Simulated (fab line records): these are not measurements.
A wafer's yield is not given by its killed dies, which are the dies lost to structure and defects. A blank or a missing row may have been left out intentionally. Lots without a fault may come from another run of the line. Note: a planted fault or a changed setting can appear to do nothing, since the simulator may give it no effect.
Struck lot and sound lot, side by side	flow n5 finfet	27 out of 1938 route steps
Sound: these wafers, L626.2, L626.3, L626.4. Wafers struck: L634.2, L634.5, L634.6. At the end, the cause is stated.
Each step with rows lists, per side, the tool, then ch with its chambers, then its first start. Under that, the readings that differ: sound wafers	struck wafers	difference of the means	sigmas: that difference in standard deviations of wafers without a fault.
alike: readings with means less than 2 such deviations apart, plus words and numbers identical on both sides. not compared: withheld readings, readings lacking a value on some wafer, bounds such as >300 that could conceal the same value, and numbers that have no deviation in the record and whose values overlap.
A row with sigmas, a row that says differs or no value, or rows on one side alone: a step with any of these is where the two part. Non-overlapping numbers with no deviation appear without sigmas and do not part them. A reading that every wafer of one side lacks parts them only if that side has two wafers or more.

first, 4 steps without rows for these wafers: N5_BEOL_M0_WET_ETCH_106 (etches SiO2 in DHF, target depth 130 nm, rinse time 30 s); N5_BEOL_M0_ETCH_128 (etches SiCN in CF4/N2, target depth 12 nm, overetch 5.1 nm, time 21.4 s); N5_BEOL_M0_TRENCH_ETCH_107 (etches SiOC in C4F6/O2, target depth 32.8 nm, time 16.4 s); N5_BEOL_M0_STRIP_142 (strips in N2/H2, time 10 s).
N5_BEOL_M0_OCD_MEAS_108:
  sound on ocd-02 at day 6 18:43; struck on ocd-02 at day 9 01:11
  alike: trench depth nm
then, 2 steps without rows for these wafers: N5_BEOL_M0_HM_STRIP_129 (strips TiN in peroxide tin strip, target depth 17 nm, time 108 s); N5_BEOL_M0_SRD_130 (time 30 s).
N5_BEOL_M0_ETCH_109: etches SiCN in CH3F/O2, target depth 8 nm, overetch 2.4 nm, time 27.4 s.
  sound on rie diel-05 ch 0,1,2, day 6 18:49; struck on rie diel-06 ch 0,3, day 9 01:18
  alike: drypump motor current A, oes product au, rf vpp V, showerhead plenum p Torr, throttle valve pct
  not compared: rf hours counter h
then, 4 steps without rows for these wafers: N5_BEOL_M0_STRIP_139 (strips in post etch residue remover, time 60 s); N5_BEOL_M0_SRD_111 (time 30 s); N5_BEOL_M0_DEGAS_112 (time 60 s); N5_BEOL_M0_PRE_CLEAN_113 (time 30 s).
N5_BEOL_M0_ALD_136: deposits TaN, pulse time 2 s, purge time 3 s, co reactant purge time 2 s.
  sound on ald metal-02 ch 0,2,3, day 6 19:51; struck on ald metal-02 ch 0,1,2, day 9 02:07
  no value came back on the struck wafers for ald cycles, chamber pressure Torr (Torr), co reactant pulse time s (s), heater power w (W); on the sound wafers ald cycles reads 30 30 30
then, 3 steps without rows for these wafers: N5_BEOL_M0_SURFACE_TREAT_137; N5_BEOL_M0_CVD_115 (deposits Co from CCTBA/H2, time 120 s); N5_BEOL_M0_SPUTTER_116 (material Cu, target thk 4 nm, time 7.37 s).
N5_BEOL_M0_ANNEAL_117: time 60 s.
  sound on pvd sputter-03 at day 6 20:32; struck on pvd sputter-03 at day 9 02:41
  alike: heater power w
then, 1 step without rows for these wafers: N5_BEOL_M0_SPUTTER_132 (material Cu, target thk 4 nm, time 7.37 s).
N5_BEOL_M0_ANNEAL_133: time 60 s.
  sound on pvd sputter-03 at day 6 20:39; struck on pvd sputter-03 at day 9 02:48
  alike: heater power w
then, 2 steps without rows for these wafers: N5_BEOL_M0_SPUTTER_134 (material Cu, target thk 4 nm, time 7.37 s); N5_BEOL_M0_ANNEAL_135 (time 60 s).
N5_BEOL_M0_SPUTTER_141: material Cu, target thk 4 nm, time 7.37 s.
  sound on pvd sputter-03 at day 6 20:49; struck on pvd sputter-03 at day 9 02:58
  alike: chamber pressure pa, chuck sensor temp C, throttle valve pct
then, 1 step without rows for these wafers: N5_BEOL_M0_ECD_118 (material Cu, target thk 300 nm).
N5_BEOL_M0_ANNEAL_119: time 90 s.
  sound on rtp anneal-01 ch 0, day 6 21:03; struck on rtp anneal-01 ch 0, day 9 03:23
  alike: wafer_temp_C_max
N5_BEOL_M0_CMP_120: polishes, stops on SiOC, t overpolish 6.9 s.
  sound on cmp-02 ch 0,1,2, day 6 21:20; struck on cmp-01 ch 0,1,2, day 9 03:44
reading	sound	struck	difference	sigmas
barrier field endpoint s (s)	3.77 3.54 3.71	1.63 1.66 1.70	-2.01	-15
  alike: motor current A
N5_BEOL_M4_RC_MEAS_101:
  the record has rows for the sound wafers here (prober-01 ch 0, day 9 06:17) and none for the struck ones
-- a jump in the record: the struck wafers' starts before and after are 6 days apart (it breaks off in module BEOL_M4 and resumes in module PASSIVATION, where the first step shown is number 1936 of the route) --
N5_PASSIVATION_PROBE_49:
  record: rows for the struck wafers here (prober-01, day 15 08:03), none for the sound ones

WHERE THEY PART
Earliest at N5_BEOL_M0_ALD_136; latest, in this record, at N5_PASSIVATION_PROBE_49.

WHY: the cause the simulator had injected
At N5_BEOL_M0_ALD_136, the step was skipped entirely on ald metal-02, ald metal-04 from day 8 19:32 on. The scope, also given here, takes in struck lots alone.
